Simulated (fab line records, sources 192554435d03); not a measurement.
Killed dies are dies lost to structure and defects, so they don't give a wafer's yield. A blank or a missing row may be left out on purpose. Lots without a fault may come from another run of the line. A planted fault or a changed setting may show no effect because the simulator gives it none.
Chamber matching | flow n5_finfet | N5_BEOL_M14_TRENCH_ETCH_34 on rie_diel-06: 4 sister chambers
The step etches SiO2 in C4F8/O2/Ar, target depth 556.65 nm, time 126.9 s. 18 wafers are shown with their chamber, then 9 later ones without.

WAFERS WITH THEIR CHAMBER
wafer  | chamber | rf_vpp_V (V) | drypump_motor_current_A (A) | showerhead_plenum_p_Torr (Torr)
L074.1 | 1       | 2269         | 5.6                         | 3.42
L074.4 | 0       | 2148         | 4.8                         | 3.32
L074.6 | 2       | 2167         | 5.3                         | 3.39
L079.3 | 2       | 2166         | 5.3                         | 3.39
L079.4 | 0       | 2148         | 4.8                         | 3.32
L079.5 | 1       | 2269         | 5.6                         | 3.41
L080.2 | 2       | 2165         | 5.3                         | 3.39
L080.3 | 0       | 2148         | 4.8                         | 3.31
L080.6 | 2       | 2165         | 5.3                         | 3.38
L083.1 | 3       | 2213         | 4.9                         | 3.66
L083.5 | 0       | 2147         | 4.8                         | 3.31
L083.6 | 3       | 2214         | 4.8                         | 3.66
L084.1 | 0       | 2149         | 4.8                         | 3.31
L084.2 | 2       | 2166         | 5.3                         | 3.38
L084.4 | 1       | 2270         | 5.6                         | 3.41
L089.1 | 2       | 2165         | 5.3                         | 3.38
L089.2 | 0       | 2148         | 4.8                         | 3.30
L089.6 | 3       | 2214         | 4.9                         | 3.65

SIGNATURES (means of the wafers above)
reading                  | chamber 0 | chamber 1 | chamber 2 | chamber 3 | scatter within a chamber
rf_vpp_V                 | 2148.00   | 2269.33   | 2165.67   | 2213.67   | 0.69
drypump_motor_current_A  | 4.800     | 5.600     | 5.300     | 4.867     | 0.0218
showerhead_plenum_p_Torr | 3.3117    | 3.4133    | 3.3850    | 3.6567    | 0.00636
Rule: a wafer's distance from a chamber is the root of the sum, over the readings, of the square of ((its reading less the chamber's mean) divided by the reading's scatter). The wafer belongs to the nearest chamber; if the next one is less than 2 further off, it can't be placed. The scatter: the root of (the sum of the squares of (reading less its chamber's mean) over the shown wafers, divided by (wafers less chambers)).

WAFERS WITHOUT THEIR CHAMBER
wafer  | rf_vpp_V (V) | drypump_motor_current_A (A) | showerhead_plenum_p_Torr (Torr)
L090.1 | 2165         | 5.3                         | 3.37
L090.4 | 2212         | 4.9                         | 3.65
L090.5 | 2165         | 5.3                         | 3.37
L093.3 | 2267         | 5.6                         | 3.40
L093.4 | 2267         | 5.6                         | 3.40
L093.6 | 2146         | 4.8                         | 3.30
L094.1 | 2267         | 5.6                         | 3.39
L094.4 | 2147         | 4.8                         | 3.30
L094.5 | 2267         | 5.6                         | 3.39

WHICH CHAMBER EACH WENT THROUGH
wafer  | from the rows above | in truth
L090.1 | 2                   | 2
L090.4 | 3                   | 3
L090.5 | 2                   | 2
L093.3 | 1                   | 1
L093.4 | 1                   | 1
L093.6 | 0                   | 0
L094.1 | 1                   | 1
L094.4 | 0                   | 0
L094.5 | 1                   | 1
Placed correctly: 9 of 9. Can't be placed from these rows: 0. Placed wrongly: 0.
